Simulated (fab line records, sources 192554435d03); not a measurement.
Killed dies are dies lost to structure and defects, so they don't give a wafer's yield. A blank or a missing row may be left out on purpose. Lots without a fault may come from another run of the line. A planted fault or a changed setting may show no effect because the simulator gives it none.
Chamber matching | flow n5_finfet | N5_BEOL_M3_ETCHBACK_99 on rie_diel-01: 4 sister chambers
The step etches SiO2 in CHF3, target depth 5 nm, time 10.4 s. 4 wafers are shown with their chamber, then 8 later ones without.

WAFERS WITH THEIR CHAMBER
wafer  | chamber | showerhead_plenum_p_Torr (Torr)
L090.1 | 3       | 2.17
L090.4 | 2       | 2.23
L090.6 | 0       | 2.11
L092.2 | 1       | 2.24

WAFERS WITHOUT THEIR CHAMBER
wafer  | showerhead_plenum_p_Torr (Torr)
L092.4 | 2.23
L092.5 | 2.23
L094.2 | 2.23
L094.4 | 2.17
L094.5 | 2.10
L095.2 | 2.23
L095.5 | 2.10
L095.6 | 2.23

WHICH CHAMBER EACH WENT THROUGH
wafer  | from the rows above | in truth
L092.4 | 2                   | 2
L092.5 | 2                   | 2
L094.2 | 2                   | 2
L094.4 | 3                   | 3
L094.5 | 0                   | 0
L095.2 | 2                   | 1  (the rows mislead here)
L095.5 | 0                   | 0
L095.6 | 2                   | 2
Placed correctly: 7 of 8. Can't be placed from these rows: 0. Placed wrongly: 1.
How it was worked out, from the rows above alone: a wafer's distance from a chamber is the root of the sum, over the readings, of the square of ((its reading less the chamber's mean) divided by the reading's scatter). The wafer belongs to the nearest chamber; if the next one is less than 2 further off, it can't be placed. A chamber's mean is the mean of its shown wafers. The scatter: with one shown wafer a chamber, the root of the mean of the squares of how far each hidden wafer lies from its nearest shown one.
